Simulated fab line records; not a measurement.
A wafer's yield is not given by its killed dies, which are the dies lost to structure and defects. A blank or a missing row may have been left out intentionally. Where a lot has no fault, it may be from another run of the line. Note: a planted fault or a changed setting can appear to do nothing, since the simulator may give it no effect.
Matching of chambers -- flow n5-finfet -- rie-diel-05 running N5_BEOL_M1_ETCHBACK_99: 4 sister chambers
The step etches SiO2 in CHF3, target depth 5 nm, time 10.4 s. 20 wafers are shown with their chamber, then 10 later ones without.

== EACH WAFER AND ITS CHAMBER ==
wafer,chamber,showerhead-plenum-p-Torr (Torr),drypump-motor-current-A (A),oes_ar_750_au (a.u.)
L074.1,3,2.13,5.6,0.98
L074.2,1,2.11,5.2,0.91
L074.3,2,2.22,6.0,0.73
L079.2,0,2.16,6.2,0.73
L079.3,3,2.13,5.6,0.95
L079.4,1,2.11,5.2,0.89
L080.1,1,2.11,5.2,0.90
L080.3,3,2.12,5.6,0.95
L080.5,1,2.11,5.2,0.90
L081.1,1,2.11,5.2,0.88
L081.4,0,2.16,6.1,0.72
L081.6,1,2.11,5.2,0.88
L082.1,0,2.16,6.1,0.73
L082.4,1,2.11,5.2,0.88
L082.5,2,2.22,6.0,0.72
L084.1,3,2.12,5.5,0.93
L084.4,1,2.11,5.2,0.88
L084.5,2,2.22,6.0,0.72
L089.1,3,2.12,5.6,0.90
L089.2,2,2.21,6.0,0.72

SIGNATURES (averages over the wafers above)
reading,chamber 0,chamber 1,chamber 2,chamber 3,scatter within a chamber
showerhead-plenum-p-Torr,2.1600,2.1100,2.2175,2.1240,0.00349
drypump-motor-current-A,6.133,5.200,6.000,5.580,0.0303
oes_ar_750_au,0.7267,0.8900,0.7225,0.9420,0.017
Rule: for each reading, subtract the chamber's mean from the wafer's reading, divide by that reading's scatter and square the result; add these up over the readings and take the root, which gives the wafer's distance from the chamber. The wafer belongs to the nearest chamber; if the next one is less than 2 further off, it can't be placed. The scatter: take each reading less its chamber's mean, square it, sum over the shown wafers, divide by the number of wafers less the number of chambers, and take the root.

== WAFERS WITHOUT THEIR CHAMBER ==
wafer,showerhead-plenum-p-Torr (Torr),drypump-motor-current-A (A),oes_ar_750_au (a.u.)
L089.4,2.15,6.2,0.72
L090.1,2.10,5.2,0.86
L090.2,2.12,5.6,0.91
L090.3,2.21,6.0,0.71
L093.3,2.12,5.5,0.89
L093.4,2.10,5.2,0.84
L093.6,2.10,5.2,0.85
L095.2,2.15,6.2,0.72
L095.3,2.10,5.2,0.84
L095.6,2.12,5.5,0.89

== WHICH CHAMBER EACH WENT THROUGH ==
wafer,from the rows above,in truth
L089.4,0,0
L090.1,1,1
L090.2,3,3
L090.3,2,2
L093.3,3,3
L093.4,1,1
L093.6,1,1
L095.2,0,0
L095.3,1,1
L095.6,3,3
Correct placement for 10 of the 10. Left unplaced by these rows: 0. Number placed wrongly: 0.
